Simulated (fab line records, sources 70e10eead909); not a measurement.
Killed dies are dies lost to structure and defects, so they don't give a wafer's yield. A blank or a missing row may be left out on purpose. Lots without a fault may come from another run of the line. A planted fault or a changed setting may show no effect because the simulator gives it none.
A struck lot beside a sound one | flow nand_harc | 14 steps out of a route of 1302
Sound: wafers L962.3, L962.4, L962.5. Struck: wafer L967.2. (L967.4, L967.5 of the same lot were not struck and are left out.) The cause comes at the end.
At each step with rows: each side's tool, then ch and its chambers, then its first start. Under that, the readings that differ: sound wafers | struck wafers | difference of the means | sigmas: that difference in standard deviations of wafers without a fault.
alike: readings whose means differ by less than 2 such deviations, and words and numbers that are the same on both sides. not compared: withheld readings, readings that some wafer has no value for, bounds like >300 that may hide the same value, and numbers for which the record gives no deviation and whose values overlap.
The two part at a step that has a row with sigmas, a row that says differs or no value, or rows on one side only. Numbers that don't overlap but have no deviation are shown without sigmas and don't part them. A reading that every wafer of one side lacks parts them only if that side has two wafers or more.

first, 9 steps without rows for these wafers: NHARC_THIN_TSV_PVD_24 (deposits Al, target thk 800 nm); NHARC_THIN_TSV_DEHYDRATE_25 (time 120 s); NHARC_THIN_TSV_HMDS_26 (time 30 s); NHARC_THIN_TSV_COAT_27; NHARC_THIN_TSV_SOFTBAKE_28 (time 95 s); NHARC_THIN_TSV_EBR_29; NHARC_THIN_TSV_EXPOSE_30 (exposes mask PAD); NHARC_THIN_TSV_PEB_31 (peb time 85 s); NHARC_THIN_TSV_DEVELOP_32 (time 70 s).
NHARC_THIN_TSV_CD_MEAS_33: target cd 5000 nm.
  sound on cd_sem-01 ch 0, day 29 05:01; struck on cd_sem-01 ch 0, day 30 08:03
  alike: cd_nm
then, 1 step without rows for these wafers: NHARC_THIN_TSV_HARDBAKE_34 (time 80 s).
NHARC_THIN_TSV_DESCUM_35: chemistry O2, time 3 s.
  sound on rie_diel-11 ch 2,3, day 29 05:11; struck on rie_diel-11 ch 3, day 30 08:13
  reading                | sound                | struck | difference | sigmas
  throttle_valve_pct (%) | 11.321 11.329 11.305 | 11.301 | -0.017     | -2
  alike: drypump_motor_current_A, oes_product_au, rf_vpp_V, showerhead_plenum_p_Torr
  not compared: rf_hours_counter_h
NHARC_THIN_TSV_ETCH_59: etches the open film in Cl2/BCl3, target depth 880 nm, time 138.1 s.
  sound on rie_metal-02 ch 0, day 29 05:27; struck on rie_metal-02 ch 0, day 30 08:24
  reading                | sound             | struck | difference                   | sigmas
  rf_hours_counter_h (h) | - - -             | 2.2    | no value on the sound wafers |
  run_length_s (s)       | 159.8 160.0 159.7 | 61.6   | -98.2                        | -99 or more
  alike: drypump_motor_current_A, oes_product_au, throttle_valve_pct
NHARC_THIN_TSV_ETCH_36: etches the open film in Cl2/BCl3, target depth 65 nm, time 18.571 s.
  sound on rie_metal-02 ch 0, day 29 05:48; struck on rie_metal-02 ch 1, day 30 08:38
  reading                     | sound       | struck | difference                   | sigmas
  drypump_motor_current_A (A) | 5.2 5.2 5.2 | 6.1    | +0.9                         | +2
  rf_hours_counter_h (h)      | - - -       | 0.2    | no value on the sound wafers |
  alike: oes_product_au, run_length_s

WHERE THEY PART
First at NHARC_THIN_TSV_DESCUM_35; last, within this record, at NHARC_THIN_TSV_ETCH_36.

WHY: what the simulator had put in
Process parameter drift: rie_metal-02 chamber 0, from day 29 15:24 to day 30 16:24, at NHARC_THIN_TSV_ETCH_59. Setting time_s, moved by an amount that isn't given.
